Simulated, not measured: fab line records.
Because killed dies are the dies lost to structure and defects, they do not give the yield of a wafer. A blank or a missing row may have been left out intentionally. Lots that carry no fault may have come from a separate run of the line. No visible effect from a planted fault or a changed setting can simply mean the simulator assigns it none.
Chamber matching | flow nandHarc | NHARC_P_CONTACT_CMP_24 on cmp-04 has 4 sister chambers
The step polishes, t overpolish 30 s, target thk 200 nm. 22 wafers are shown with their chamber, then 11 later ones without.

EACH WAFER AND ITS CHAMBER
wafer  | chamber | motorCurrentA (A) | timeToEndpointS (s) | overpolishRunS (s)
L075.2 | 3       | 13.2              | 41                  | 30.010
L075.3 | 0       | 10.6              | 41                  | 30.009
L075.4 | 1       | 12.7              | 32                  | 30.001
L077.2 | 3       | 12.8              | 38                  | 30.008
L077.3 | 1       | 13.2              | 32                  | 30.029
L077.6 | 0       | 10.8              | 40                  | 30.010
L078.1 | 3       | 13.1              | 41                  | 30.007
L078.3 | 1       | 12.5              | 36                  | 30.013
L078.5 | 2       | 11.0              | 41                  | 29.997
L080.4 | 3       | 12.7              | 42                  | 29.998
L080.5 | 1       | 12.6              | 34                  | 30.002
L080.6 | 0       | 11.4              | 42                  | 29.986
L082.1 | 1       | 12.4              | 35                  | 30.008
L082.4 | 3       | 12.6              | 41                  | 29.989
L082.5 | 2       | 11.0              | 41                  | 30.012
L085.2 | 0       | 11.3              | 39                  | 30.001
L085.3 | 3       | 12.8              | 39                  | 30.009
L085.6 | 1       | 13.2              | 34                  | 30.004
L089.1 | 0       | 11.1              | 41                  | 29.994
L089.3 | 3       | 13.5              | 41                  | 30.007
L089.4 | 2       | 11.4              | 43                  | 29.993
L090.3 | 2       | 11.4              | 40                  | 29.982

SIGNATURES (means of the wafers above)
reading         | chamber 0 | chamber 1 | chamber 2 | chamber 3 | scatter within a chamber
motorCurrentA   | 11.040    | 12.767    | 11.200    | 12.957    | 0.32
timeToEndpointS | 40.60     | 33.83     | 41.25     | 40.43     | 1.38
overpolishRunS  | 30.00000  | 30.00950  | 29.99600  | 30.00400  | 0.00996
Rule: for a wafer and a chamber, the distance is found by dividing, reading by reading, the gap between the wafer's reading and the chamber's mean by the reading's scatter, squaring, summing and taking the root. The wafer belongs to the nearest chamber; if the next one is less than 2 further off, it can't be placed. How the scatter is found: for the shown wafers, subtract from each reading the mean of its chamber, square and add these, divide the total by (wafers less chambers), then take the root.

WAFERS WHOSE CHAMBER IS MISSING
wafer  | motorCurrentA (A) | timeToEndpointS (s) | overpolishRunS (s)
L090.5 | 11.1              | 40                  | 30.008
L090.6 | 12.4              | 35                  | 29.986
L092.3 | 13.1              | 39                  | 30.010
L092.4 | 12.5              | 35                  | 30.004
L092.6 | 13.5              | 33                  | 29.981
L093.1 | 11.0              | 39                  | 30.007
L093.3 | 12.9              | 33                  | 29.997
L093.4 | 11.3              | 38                  | 30.021
L097.1 | 12.6              | 40                  | 30.002
L097.3 | 12.5              | 33                  | 30.002
L097.6 | 11.1              | 43                  | 29.999

THE CHAMBER EACH PASSED THROUGH
wafer  | from the rows above     | in truth
L090.5 | can't be placed: 0 or 2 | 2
L090.6 | can't be placed: 1 or 3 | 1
L092.3 | 3                       | 3
L092.4 | 1                       | 1
L092.6 | 1                       | 1
L093.1 | can't be placed: 0 or 2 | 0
L093.3 | 1                       | 1
L093.4 | can't be placed: 0 or 2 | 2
L097.1 | 3                       | 3
L097.3 | 1                       | 1
L097.6 | can't be placed: 2 or 0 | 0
Correct placement for 6 of the 11. From these rows, 5 cannot be placed; in 5 the true chamber is one of the candidates. 0 placed wrongly.
